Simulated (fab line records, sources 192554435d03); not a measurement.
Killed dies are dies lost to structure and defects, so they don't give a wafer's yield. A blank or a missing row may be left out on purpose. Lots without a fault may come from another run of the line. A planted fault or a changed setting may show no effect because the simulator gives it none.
Which tool did it? | flow n5_finfet | 10 lots, 27 wafers sampled, at 4 steps of a route of 1938

WHAT THE GAUGES READ, wafer by wafer
N5_BEOL_M10_INSPECT_30: inspects for defects (brightfield).
lot  | measured     | on                | raw_defect_count
L959 | day 10 12:56 | defect_inspect-02 | 325 407
L961 | day 11 10:26 | defect_inspect-02 | 344 376 474
L962 | day 11 18:10 | defect_inspect-01 | 428 494 389
L968 | day 13 00:12 | defect_inspect-01 | 400 1187 372
L974 | day 14 12:11 | defect_inspect-02 | 360 284 344
L973 | day 14 15:34 | defect_inspect-01 | 467 485 409
L976 | day 14 19:30 | defect_inspect-02 | 260 431 302
L977 | day 15 18:22 | defect_inspect-01 | 445 498
L979 | day 15 23:59 | defect_inspect-02 | 440 361
L980 | day 16 01:32 | defect_inspect-02 | 562 441 357

WHICH TOOL RAN EACH LOT (tool, then ch and the chambers of the sampled wafers, then the start)
lot  | N5_BEOL_M9_CMP_52             | N5_BEOL_M10_DESCUM_16              | N5_BEOL_M10_ETCH_62
L959 | cmp-01 ch 0,2, day 10 08:37   | rie_diel-03 ch 0,3, day 10 11:37   | rie_diel-03 ch 0,3, day 10 11:43
L961 | cmp-02 ch 0,1, day 11 03:04   | rie_diel-02 ch 0,3, day 11 05:50   | rie_diel-02 ch 0,3, day 11 05:55
L962 | cmp-03 ch 1,2, day 11 14:34   | rie_diel-02 ch 0,1,3, day 11 16:55 | rie_diel-02 ch 0,1,3, day 11 17:01
L968 | cmp-03 ch 0,2,3, day 12 17:20 | rie_diel-02 ch 0,1,3, day 12 19:38 | rie_diel-02 ch 0,1,3, day 12 19:43
L974 | cmp-01 ch 0,2,3, day 14 07:03 | rie_diel-03 ch 0,1,3, day 14 09:59 | rie_diel-03 ch 0,1,3, day 14 10:04
L973 | cmp-02 ch 2,3, day 14 11:28   | rie_diel-03 ch 0,1,2, day 14 13:57 | rie_diel-03 ch 0,1,2, day 14 14:02
L976 | cmp-03 ch 0,2,3, day 14 14:51 | rie_diel-06 ch 1,3, day 14 17:16   | rie_diel-06 ch 1,3, day 14 17:21
L977 | cmp-02 ch 0, day 15 12:55     | rie_diel-06 ch 2,3, day 15 16:55   | rie_diel-06 ch 2,3, day 15 17:01
L979 | cmp-03 ch 0,1, day 15 18:19   | rie_diel-02 ch 1,3, day 15 20:55   | rie_diel-02 ch 1,3, day 15 21:01
L980 | cmp-02 ch 1,2,3, day 15 20:50 | rie_diel-03 ch 0,1,3, day 16 00:45 | rie_diel-03 ch 0,1,3, day 16 00:50
- N5_BEOL_M9_CMP_52: polishes, stops on SiCOH lowk, t overpolish 7 s, target thk 140 nm.
- N5_BEOL_M10_DESCUM_16: chemistry O2, time 7.9 s.
- N5_BEOL_M10_ETCH_62: etches SOC in N2/H2, target depth 110 nm, overetch 22 nm, time 165 s.

THE ANSWER, worked out from the rows above alone
Rule: what is usual is taken from the lots themselves. Put in order of their means at a reading, lots are off if they are a third of the lots or fewer, leave a main group of 4 or more, and stand apart from it by a gap of 3 or more times the standard deviation of the main group's means; of several such gaps the widest counts. A main group whose means are all the same, to the digits that the tables above print for the reading, isn't used. A lot without any number at a reading at which 4 lots or more have one is off too. The other lots that the step has rows for count as sound.
Off: L968, at N5_BEOL_M10_INSPECT_30 (raw_defect_count). The main group: mean 404, standard deviation 50.
A tool fits if, at a process step before that reading, it ran every lot that is off, and no sound lot after the first of them. The gauges at N5_BEOL_M10_INSPECT_30 are tried like those tools. None of those tried fits.

WHAT THE SIMULATOR HAD PUT IN
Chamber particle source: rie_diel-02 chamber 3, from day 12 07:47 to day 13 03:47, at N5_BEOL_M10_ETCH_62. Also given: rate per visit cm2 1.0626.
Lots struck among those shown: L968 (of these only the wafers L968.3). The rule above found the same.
